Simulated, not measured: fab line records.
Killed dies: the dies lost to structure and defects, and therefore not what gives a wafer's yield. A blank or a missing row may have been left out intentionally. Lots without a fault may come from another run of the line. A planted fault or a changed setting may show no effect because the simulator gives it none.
Split-lot trial + flow n5Finfet + on a route of 1938 steps: 7 lots, 21 wafers read

THE SPLIT ITSELF
At N5_MOL_CONTACT_COAG_CONTACT_ETCH_14 (etches SiO2 in C4F6/O2, target depth 27.5 nm, overetch 8.5 nm, time 20 s), the setting sourceW was moved away from the recipe's 370 W on 8 of the 21 wafers read, by -11.6% to +12.5%. The other wafers ran this setting at the recipe's value.

The split's own step is where the reading is taken.

THE READING
rfVppV, in V, at N5_MOL_CONTACT_COAG_CONTACT_ETCH_14 (etches SiO2 in C4F6/O2, target depth 27.5 nm, overetch 8.5 nm, time 20 s). A value of 692.7 V with a standard deviation of 2.3 V is what fault-free wafers of this fab line usually give.

| wafer  | tool, chamber at the split | sourceW as run, W | against the recipe | rfVppV, V | against lot-mates on the recipe |
|--------|----------------------------|-------------------|--------------------|-----------|---------------------------------|
| L074.1 | rieDiel-05, 3              | 370               | recipe             | 692.8     | -                               |
| L074.5 | rieDiel-05, 0              | 370               | recipe             | 687.7     | -                               |
| L074.6 | rieDiel-05, 1              | 370               | recipe             | 695.1     | -                               |
| L079.2 | rieDiel-04, 1              | 327               | -11.6%             | 716.3     | +25.4                           |
| L079.3 | rieDiel-04, 2              | 327               | -11.6%             | 711.8     | +20.9                           |
| L079.5 | rieDiel-04, 1              | 370               | recipe             | 690.9     | -                               |
| L082.1 | rieDiel-04, 3              | 370               | recipe             | 695.4     | -                               |
| L082.2 | rieDiel-04, 0              | 416.3             | +12.5%             | 664.4     | -28.6                           |
| L082.3 | rieDiel-04, 1              | 370               | recipe             | 690.7     | -                               |
| L084.2 | rieDiel-05, 1              | 392.3             | +6.0%              | 678.2     | no lot-mate on the recipe       |
| L084.3 | rieDiel-05, 3              | 392.3             | +6.0%              | 680.9     | no lot-mate on the recipe       |
| L084.5 | rieDiel-05, 3              | 392.3             | +6.0%              | 680.7     | no lot-mate on the recipe       |
| L086.1 | rieDiel-03, 1              | 370               | recipe             | 694.0     | -                               |
| L086.2 | rieDiel-03, 0              | 411.4             | +11.2%             | 672.4     | -21.6                           |
| L086.6 | rieDiel-03, 3              | 411.4             | +11.2%             | 668.3     | -25.7                           |
| L091.1 | rieDiel-03, 3              | 370               | recipe             | 694.1     | -                               |
| L091.3 | rieDiel-03, 2              | 370               | recipe             | 694.7     | -                               |
| L091.5 | rieDiel-03, 1              | 370               | recipe             | 693.8     | -                               |
| L095.1 | rieDiel-04, 3              | 370               | recipe             | 694.6     | -                               |
| L095.2 | rieDiel-04, 1              | 370               | recipe             | 691.5     | -                               |
| L095.4 | rieDiel-04, 2              | 370               | recipe             | 690.5     | -                               |

THE FIT
A straight line over all 21 wafers: rfVppV changes by -2 V for each +1% of sourceW; r = -0.98; the points scatter about the line by 2.3 V.
The same after taking each lot's own level away (the mean of its wafers on the recipe; 18 wafers): -2.1 V for each +1%; r = -0.99; scatter 2.2 V.
That fit puts the effect of the largest move of sourceW on the reading at 26 V.
Across the lots, their own levels run from 690.90 to 694.20 V, a range of 1.4 times the standard deviation given above.
So the lot-to-lot level changes the slope little: the two slopes agree.
Check: -25.8 V against its lot-mates is what the line predicts for one of the wafers moved furthest among these (+12.5%) when that wafer is left out of the fit. It came out at -28.6 V against them.
Tool readings at the split's step, against how far the setting was moved: rfVppV r = -0.98.

FURTHER SPLITS ON THESE WAFERS
Other splits were also applied to these wafers ahead of the reading. Each is held against what the fit with the lots' levels taken away leaves over:
| other split on the same wafers | wafers away from the commonest value | r with rfVppV (lot level and that fit taken away) |
|--------------------------------|--------------------------------------|---------------------------------------------------|
| N5_SDB_COAT_05 spinRpm         | 8                                    | -0.44                                             |
| N5_HKMG_FIN_ETCH_35 biasW      | 9                                    | -0.06                                             |
| N5_GATE_CUT_COAT_27 spinRpm    | 6                                    | +0.48                                             |
| N5_GATE_CUT_DESCUM_18 timeS    | 4                                    | -0.07                                             |

THE FILE'S OWN FIT
rfVppV changes by -2.14 V for each +1% of sourceW, r = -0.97.
